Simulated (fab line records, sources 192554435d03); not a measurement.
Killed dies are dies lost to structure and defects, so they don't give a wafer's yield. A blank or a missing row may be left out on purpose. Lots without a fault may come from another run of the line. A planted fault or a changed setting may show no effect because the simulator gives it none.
Which tool did it? | flow n5_finfet | 8 lots, 24 wafers sampled, at 6 steps of a route of 1938

WHAT THE GAUGES READ, wafer by wafer
N5_BEOL_M3_INSPECT_30: inspects for defects (brightfield). Usual: raw_defect_count 409, standard deviation 84.
lot  | measured     | on                | raw_defect_count | flag
L332 | day 7 00:32  | defect_inspect-02 | 402 520 432      |
L339 | day 8 11:34  | defect_inspect-01 | 611 526 534      |
L341 | day 9 09:00  | defect_inspect-01 | 328 303 421      |
L343 | day 9 19:38  | defect_inspect-02 | 320 345 362      |
L347 | day 10 19:40 | defect_inspect-02 | 385 525 459      |
L350 | day 11 15:10 | defect_inspect-02 | 489 369 342      |
L354 | day 12 18:45 | defect_inspect-02 | 1580 1569 1493   | OFF
L355 | day 13 02:57 | defect_inspect-01 | 1468 1458 1363   | OFF

N5_BEOL_M4_RC_MEAS_101. Usual: DIBL_N 36.0 mV/V, standard deviation 2.5; DIBL_P 36.3 mV/V, standard deviation 2.8; IOFF_N 0.16 nA/um, standard deviation 0.042; IOFF_P 0.21 nA/um, standard deviation 0.045; ION_N 673 uA/um, standard deviation 15; ION_P 463 uA/um, standard deviation 8.1; SS_N 71.4 mV/dec, standard deviation 0.73; SS_P 73.3 mV/dec, standard deviation 0.92; VT_N 251 mV, standard deviation 4.1; VT_P -250 mV, standard deviation 3.4.
lot  | measured     | on        | DIBL_N (mV/V)  | DIBL_P (mV/V)  | IOFF_N (nA/um) | IOFF_P (nA/um) | ION_N (uA/um) | ION_P (uA/um) | SS_N (mV/dec)  | SS_P (mV/dec)  | VT_N (mV)   | VT_P (mV)      | flag
L332 | day 7 18:45  | prober-01 | 41.9 36.1 36.1 | 41.1 35.2 33.6 | 0.28 0.14 0.14 | 0.38 0.23 0.22 | 698 668 670   | 477 467 465   | 73.4 71.5 70.6 | 74.9 73.1 72.8 | 242 252 251 | -241 -250 -248 |
L339 | day 9 11:40  | prober-01 | 37.6 40.1 35.6 | 36.5 38.8 33.6 | 0.16 0.22 0.14 | 0.23 0.28 0.19 | 686 702 674   | 471 476 464   | 72.0 71.3 70.8 | 73.0 73.4 71.6 | 248 243 250 | -247 -246 -250 |
L341 | day 10 01:33 | prober-01 | 34.2 36.0 34.7 | 35.2 37.6 36.7 | 0.16 0.18 0.15 | 0.23 0.27 0.25 | 682 687 667   | 471 472 469   | 70.8 71.3 71.9 | 72.9 74.4 72.9 | 246 248 253 | -246 -245 -248 |
L343 | day 10 17:39 | prober-01 | 34.1 33.8 31.4 | 35.8 34.6 31.7 | 0.13 0.12 0.09 | 0.19 0.19 0.15 | 668 666 638   | 463 467 447   | 70.6 70.8 71.1 | 72.9 72.6 72.0 | 255 254 258 | -252 -252 -255 |
L347 | day 11 13:10 | prober-02 | 37.6 38.5 38.4 | 37.1 38.4 37.4 | 0.15 0.18 0.15 | 0.21 0.25 0.21 | 679 692 668   | 462 474 459   | 72.0 71.8 72.0 | 73.2 73.8 74.4 | 253 248 250 | -251 -249 -249 |
L350 | day 12 15:02 | prober-01 | 34.0 35.0 33.1 | 33.2 35.5 31.9 | 0.12 0.14 0.10 | 0.15 0.18 0.13 | 653 678 658   | 453 461 446   | 71.1 72.1 70.9 | 71.7 73.2 72.7 | 252 251 254 | -256 -251 -257 |
L354 | day 13 11:44 | prober-01 | 38.9 36.7 39.7 | 42.2 38.1 42.3 | 0.22 0.17 0.23 | 0.32 0.25 0.32 | 692 676 701   | 476 470 472   | 71.6 71.0 71.7 | 74.1 72.9 74.1 | 246 248 241 | -242 -247 -243 |
L355 | day 13 22:22 | prober-02 | 37.7 33.0 34.5 | 39.1 32.4 34.2 | 0.19 0.10 0.13 | 0.27 0.17 0.19 | 683 649 669   | 477 458 467   | 71.8 69.8 71.2 | 73.7 72.1 73.2 | 248 256 253 | -245 -256 -251 |

WHICH TOOL RAN EACH LOT (tool, then ch and the chambers of the sampled wafers, then the start)
lot  | N5_BEOL_M3_ETCH_64                 | N5_BEOL_M3_STRIP_66                | N5_BEOL_M3_STRIP_19                | N5_BEOL_M3_ETCH_77
L332 | rie_diel-04 ch 1,2,3, day 6 23:47  | rie_diel-04 ch 1,2,3, day 6 23:55  | rie_diel-06 ch 1,2,3, day 7 00:04  | rie_diel-06 ch 0,1,3, day 7 00:36
L339 | rie_diel-04 ch 1,3, day 8 10:49    | rie_diel-04 ch 1,3, day 8 10:56    | rie_diel-06 ch 0,3, day 8 11:05    | rie_diel-03 ch 0,2, day 8 11:38
L341 | rie_diel-06 ch 1,2,3, day 9 07:59  | rie_diel-06 ch 1,2,3, day 9 08:07  | rie_diel-03 ch 0,1, day 9 08:24    | rie_diel-06 ch 0,2, day 9 09:19
L343 | rie_diel-03 ch 1,3, day 9 18:44    | rie_diel-03 ch 1,3, day 9 18:52    | rie_diel-03 ch 0,3, day 9 19:01    | rie_diel-03 ch 0,1,3, day 9 19:41
L347 | rie_diel-03 ch 0,2,3, day 10 18:54 | rie_diel-03 ch 0,2,3, day 10 19:02 | rie_diel-06 ch 1,2,3, day 10 19:11 | rie_diel-03 ch 0,1,2, day 10 19:44
L350 | rie_diel-06 ch 0,1,2, day 11 14:16 | rie_diel-06 ch 0,1,2, day 11 14:23 | rie_diel-04 ch 1,2, day 11 14:33   | rie_diel-04 ch 0,1,3, day 11 15:20
L354 | rie_diel-06 ch 0,1,3, day 12 18:00 | rie_diel-06 ch 0,1,3, day 12 18:08 | rie_diel-06 ch 1,2,3, day 12 18:17 | rie_diel-03 ch 0,1,2, day 12 18:49
L355 | rie_diel-06 ch 0,1, day 13 02:03   | rie_diel-06 ch 0,1, day 13 02:11   | rie_diel-03 ch 0,1,3, day 13 02:20 | rie_diel-06 ch 0,1,3, day 13 03:01
- N5_BEOL_M3_ETCH_64: etches SOC in N2/H2, target depth 75 nm, overetch 15 nm, time 112.5 s.
- N5_BEOL_M3_STRIP_66: strips in CF4.
- N5_BEOL_M3_STRIP_19: strips in O2.
- N5_BEOL_M3_ETCH_77: etches underlayer in N2/H2, target depth 6.5 nm, time 5.2 s.

WHAT THE TOOLS THEMSELVES READ (means of the sampled wafers that have a number; where no wafer has one, the mark that the record gives instead)
N5_BEOL_M3_ETCH_64. Usual: drypump_motor_current_A 6.0 A, standard deviation 0.55; oes_product_au 0.62 a.u., standard deviation 0.067; rf_vpp_V 523.3 V, standard deviation 2.3; showerhead_plenum_p_Torr 2.52 Torr, standard deviation 0.078; temp_c 39.98 C, standard deviation 0.11; throttle_valve_pct 17.86 %, standard deviation 0.27.
lot  | tool        | drypump_motor_current_A (A) | oes_product_au (a.u.) | rf_vpp_V (V) | showerhead_plenum_p_Torr (Torr) | temp_c (C) | throttle_valve_pct (%) | flag
L332 | rie_diel-04 | 5.7                         | 0.66                  | 522.9        | 2.54                            | 40.03      | 18.02                  |
L339 | rie_diel-04 | 5.9                         | 0.63                  | 524.9        | 2.60                            | 40.14      | 18.24                  |
L341 | rie_diel-06 | 5.9                         | 0.63                  | 521.6        | 2.46                            | 40.01      | 17.87                  |
L343 | rie_diel-03 | 6.2                         | 0.57                  | 524.2        | 2.54                            | 39.90      | 18.03                  |
L347 | rie_diel-03 | 6.4                         | 0.63                  | 522.8        | 2.49                            | 39.97      | 17.66                  |
L350 | rie_diel-06 | 5.6                         | 0.63                  | 523.4        | 2.50                            | 39.93      | 17.83                  |
L354 | rie_diel-06 | 6.3                         | 0.69                  | 524.3        | 2.58                            | 39.97      | 17.73                  |
L355 | rie_diel-06 | 6.0                         | 0.68                  | 522.3        | 2.49                            | 39.99      | 17.72                  |

N5_BEOL_M3_STRIP_66. Usual: drypump_motor_current_A 6.0 A, standard deviation 0.54; oes_product_au 0.77 a.u., standard deviation 0.084; rf_vpp_V 270.9 V, standard deviation 1.4; showerhead_plenum_p_Torr 1.78 Torr, standard deviation 0.043; throttle_valve_pct 13.66 %, standard deviation 0.21.
lot  | tool        | drypump_motor_current_A (A) | oes_product_au (a.u.) | rf_vpp_V (V) | showerhead_plenum_p_Torr (Torr) | throttle_valve_pct (%) | flag
L332 | rie_diel-04 | 5.7                         | 0.83                  | 270.4        | 1.79                            | 13.68                  |
L339 | rie_diel-04 | 5.9                         | 0.78                  | 271.5        | 1.82                            | 13.85                  |
L341 | rie_diel-06 | 5.9                         | 0.79                  | 270.2        | 1.76                            | 13.74                  |
L343 | rie_diel-03 | 6.2                         | 0.70                  | 270.8        | 1.79                            | 13.79                  |
L347 | rie_diel-03 | 6.3                         | 0.79                  | 270.9        | 1.77                            | 13.50                  |
L350 | rie_diel-06 | 5.7                         | 0.79                  | 270.3        | 1.78                            | 13.71                  |
L354 | rie_diel-06 | 6.3                         | 0.87                  | 272.5        | 1.82                            | 13.51                  |
L355 | rie_diel-06 | 6.0                         | 0.85                  | 271.8        | 1.78                            | 13.58                  |

N5_BEOL_M3_STRIP_19. Usual: drypump_motor_current_A 6.0 A, standard deviation 0.57; oes_product_au 0.77 a.u., standard deviation 0.089; rf_vpp_V 3.7 V, standard deviation 0.48; showerhead_plenum_p_Torr 2.07 Torr, standard deviation 0.062; temp_c 40.00 C, standard deviation 0.12; throttle_valve_pct 16.75 %, standard deviation 0.21.
lot  | tool        | drypump_motor_current_A (A) | oes_product_au (a.u.) | rf_vpp_V (V) | showerhead_plenum_p_Torr (Torr) | temp_c (C) | throttle_valve_pct (%) | flag
L332 | rie_diel-06 | 5.9                         | 0.70                  | 3.7          | 2.04                            | 40.00      | 16.91                  |
L339 | rie_diel-06 | 6.3                         | 0.76                  | 3.9          | 2.06                            | 39.97      | 16.77                  |
L341 | rie_diel-03 | 6.0                         | 0.73                  | 4.0          | 2.10                            | 39.98      | 16.73                  |
L343 | rie_diel-03 | 6.5                         | 0.72                  | 3.5          | 2.05                            | 39.86      | 16.85                  |
L347 | rie_diel-06 | 5.9                         | 0.77                  | 3.8          | 2.03                            | 40.04      | 16.80                  |
L350 | rie_diel-04 | 5.6                         | 0.82                  | 3.7          | 2.02                            | 40.00      | 16.64                  |
L354 | rie_diel-06 | 5.9                         | 0.84                  | 3.5          | 2.11                            | 40.02      | 16.68                  |
L355 | rie_diel-03 | 6.2                         | 0.79                  | 3.4          | 2.07                            | 40.08      | 16.68                  |

N5_BEOL_M3_ETCH_77. Usual: drypump_motor_current_A 6.0 A, standard deviation 0.54; etch_rf_on_time_s 5.12 s, standard deviation 0.16; oes_product_au 0.66 a.u., standard deviation 0.072; rf_vpp_V 523.5 V, standard deviation 2.4; showerhead_plenum_p_Torr 2.52 Torr, standard deviation 0.079; throttle_valve_pct 17.90 %, standard deviation 0.29.
lot  | tool        | drypump_motor_current_A (A) | etch_rf_on_time_s (s) | oes_product_au (a.u.) | rf_vpp_V (V) | showerhead_plenum_p_Torr (Torr) | throttle_valve_pct (%) | flag
L332 | rie_diel-06 | 6.3                         | 5.17                  | 0.62                  | 522.4        | 2.49                            | 18.00                  |
L339 | rie_diel-03 | 6.3                         | 5.02                  | 0.61                  | 524.5        | 2.51                            | 17.61                  |
L341 | rie_diel-06 | 5.7                         | 5.03                  | 0.65                  | 523.4        | 2.53                            | 17.94                  |
L343 | rie_diel-03 | 6.2                         | 4.99                  | 0.63                  | 523.8        | 2.51                            | 17.95                  |
L347 | rie_diel-03 | 6.1                         | 4.99                  | 0.71                  | 524.4        | 2.53                            | 17.61                  |
L350 | rie_diel-04 | 6.2                         | 5.28                  | 0.64                  | 524.4        | 2.55                            | 18.09                  |
L354 | rie_diel-03 | 6.1                         | 4.99                  | 0.68                  | 523.9        | 2.52                            | 17.64                  |
L355 | rie_diel-06 | 6.3                         | 5.06                  | 0.76                  | 524.3        | 2.58                            | 17.78                  |

THE ANSWER, worked out from the rows above alone
Rule: a lot is off if the mean of its wafers that have a number lies more than 3 standard deviations from the usual mean. A lot without any number at a reading at which 4 lots or more have one is off too. The other lots that the step has rows for count as sound. The gauges are gone through in route order, then the tools' own readings, and for those a lot's mean is taken as printed above. The first step at which some lot is off is used, and at that step the reading that is off furthest; a lot without a number counts as furthest.
Off: L354, L355, at N5_BEOL_M3_INSPECT_30 (raw_defect_count).
A tool fits if, at a process step before that reading, it ran every lot that is off, and no sound lot after the first of them. The gauges at N5_BEOL_M3_INSPECT_30 are tried like those tools. One fits: rie_diel-06 at N5_BEOL_M3_ETCH_64 and N5_BEOL_M3_STRIP_66. At N5_BEOL_M3_ETCH_64 its last sound lot is L350 (day 11 14:16), its first lot that is off L354 (day 12 18:00): a fault that began between those two fits.

WHAT THE SIMULATOR HAD PUT IN
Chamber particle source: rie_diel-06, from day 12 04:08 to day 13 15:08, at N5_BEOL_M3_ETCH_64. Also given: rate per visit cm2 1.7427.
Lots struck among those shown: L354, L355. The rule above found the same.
